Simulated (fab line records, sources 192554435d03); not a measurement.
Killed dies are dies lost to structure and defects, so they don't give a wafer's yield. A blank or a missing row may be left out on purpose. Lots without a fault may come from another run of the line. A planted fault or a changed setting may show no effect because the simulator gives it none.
Split-lot experiment | flow n5_finfet | 7 lots, 21 wafers read, on a route of 1938 steps

THE SPLIT
At N5_BEOL_M3_EXPOSE_25 (exposes mask V2, defocus 5 nm), the setting dose_mj was moved away from the recipe's 63 on 5 of the 21 wafers read, by +3.7% to +4.9%. The other wafers ran this setting at the recipe's value.

FROM THE SPLIT TO THE READING: what the file shows between them, 2 steps
- N5_BEOL_M3_PEB_26: peb time 60 s
- N5_BEOL_M3_DEVELOP_27: develop time 30 s

THE READING
cd_nm, in nm, at N5_BEOL_M3_CD_MEAS_28 (target cd 25.7 nm, target cd y 23.3 nm). Fault-free wafers of this fab line usually give 25.63 nm, standard deviation 0.2 nm.

wafer  | tool, chamber at the split | dose_mj as run | against the recipe | cd_nm, nm | against lot-mates on the recipe
L081.1 | euv_scanner-02, 0          | 66.1           | +4.9%              | 26.15     | +0.48
L081.2 | euv_scanner-02, 0          | 63             | recipe             | 25.57     | -
L081.3 | euv_scanner-02, 0          | 63             | recipe             | 25.76     | -
L082.2 | euv_scanner-01, 0          | 63             | recipe             | 25.74     | -
L082.4 | euv_scanner-01, 0          | 63             | recipe             | 25.43     | -
L082.6 | euv_scanner-01, 0          | 63             | recipe             | 25.55     | -
L083.3 | euv_scanner-02, 0          | 63             | recipe             | 25.41     | -
L083.4 | euv_scanner-02, 0          | 63             | recipe             | 25.59     | -
L083.6 | euv_scanner-02, 0          | 63             | recipe             | 25.69     | -
L086.1 | euv_scanner-01, 0          | 65.31          | +3.7%              | 26.15     | +0.48
L086.2 | euv_scanner-01, 0          | 65.31          | +3.7%              | 26.40     | +0.73
L086.3 | euv_scanner-01, 0          | 63             | recipe             | 25.67     | -
L087.1 | euv_scanner-01, 0          | 63             | recipe             | 25.58     | -
L087.2 | euv_scanner-01, 0          | 63             | recipe             | 25.35     | -
L087.3 | euv_scanner-01, 0          | 63             | recipe             | 25.62     | -
L088.1 | euv_scanner-02, 0          | 63             | recipe             | 25.36     | -
L088.4 | euv_scanner-02, 0          | 63             | recipe             | 25.32     | -
L088.6 | euv_scanner-02, 0          | 63             | recipe             | 25.20     | -
L090.2 | euv_scanner-02, 0          | 63             | recipe             | 25.35     | -
L090.4 | euv_scanner-02, 0          | 66.08          | +4.9%              | 26.53     | +1.18
L090.6 | euv_scanner-02, 0          | 66.08          | +4.9%              | 26.23     | +0.88

THE FIT
A straight line over all 21 wafers: cd_nm changes by +0.173 nm for each +1% of dose_mj; r = +0.89; the points scatter about the line by 0.17 nm.
The same after taking each lot's own level away (the mean of its wafers on the recipe; 21 wafers): +0.171 nm for each +1%; r = +0.91; scatter 0.15 nm.
On that fit, the largest move of dose_mj shifts the reading by 0.84 nm.
The lots' own levels span 25.293 to 25.670 nm, that is 1.9 times the standard deviation above.
So the lot-to-lot level changes the slope little: the two slopes agree.
Check: with one of the wafers moved furthest among these (+4.9%) left out of the fit, the line predicts +0.956 nm for it against its lot-mates. It came out at +0.485 nm against them.

OTHER SPLITS ON THESE WAFERS
These wafers also went through other splits before the reading. Each is held against what the fit with the lots' levels taken away leaves over:
other split on the same wafers | wafers away from the commonest value | r with cd_nm (lot level and that fit taken away)
N5_BEOL_M3_COAT_61 spin_rpm    | 4                                    | +0.07
N5_BEOL_M3_COAT_67 spin_rpm    | 7                                    | +0.05

THE FILE'S OWN FIT
cd_nm changes by +0.156 nm for each +1% of dose_mj, r = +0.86.
